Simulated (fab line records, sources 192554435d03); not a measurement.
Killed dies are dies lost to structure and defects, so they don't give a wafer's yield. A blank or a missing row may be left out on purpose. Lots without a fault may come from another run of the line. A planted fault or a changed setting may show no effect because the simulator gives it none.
Chamber matching | flow n5_finfet | N5_BEOL_M1_CO_CAP_55 on cvd_co-01: 3 sister chambers
The step material Co, precursor CCTBA/H2, target thk 2 nm, time 102.1 s. 27 wafers are shown with their chamber, then 12 later ones without.

WAFERS WITH THEIR CHAMBER
wafer  | chamber | heater_power_w (W)
L077.1 | 2       | 249
L077.3 | 1       | 240
L077.5 | 2       | 252
L079.1 | 2       | 249
L079.3 | 1       | 244
L079.5 | 2       | 249
L081.1 | 1       | 239
L081.3 | 0       | 204
L081.5 | 1       | 242
L080.2 | 1       | 251
L080.3 | 0       | 209
L080.6 | 0       | 209
L082.2 | 0       | 208
L082.3 | 1       | 243
L082.5 | 0       | 214
L083.2 | 2       | 244
L083.3 | 0       | 213
L083.6 | 0       | 210
L084.1 | 1       | 246
L084.5 | 1       | 245
L084.6 | 2       | 251
L086.1 | 2       | 255
L086.3 | 1       | 247
L086.4 | 2       | 250
L088.2 | 2       | 249
L088.3 | 1       | 245
L088.5 | 0       | 210

SIGNATURES (means of the wafers above)
reading        | chamber 0 | chamber 1 | chamber 2 | scatter within a chamber
heater_power_w | 209.62    | 244.20    | 249.78    | 3.2
Rule: a wafer's distance from a chamber is the root of the sum, over the readings, of the square of ((its reading less the chamber's mean) divided by the reading's scatter). The wafer belongs to the nearest chamber; if the next one is less than 2 further off, it can't be placed. The scatter: the root of (the sum of the squares of (reading less its chamber's mean) over the shown wafers, divided by (wafers less chambers)).

WAFERS WITHOUT THEIR CHAMBER
wafer  | heater_power_w (W)
L087.2 | 213
L087.3 | 251
L087.5 | 212
L090.1 | 251
L090.5 | 238
L090.6 | 250
L095.1 | 256
L095.2 | 246
L095.4 | 215
L096.4 | 206
L096.5 | 249
L096.6 | 241

WHICH CHAMBER EACH WENT THROUGH
wafer  | from the rows above     | in truth
L087.2 | 0                       | 0
L087.3 | can't be placed: 2 or 1 | 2
L087.5 | 0                       | 0
L090.1 | can't be placed: 2 or 1 | 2
L090.5 | can't be placed: 1 or 2 | 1
L090.6 | can't be placed: 2 or 1 | 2
L095.1 | can't be placed: 2 or 1 | 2
L095.2 | can't be placed: 1 or 2 | 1
L095.4 | 0                       | 0
L096.4 | 0                       | 0
L096.5 | can't be placed: 2 or 1 | 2
L096.6 | can't be placed: 1 or 2 | 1
Placed correctly: 4 of 12. Can't be placed from these rows: 8 (the true chamber is among the candidates in 8). Placed wrongly: 0.
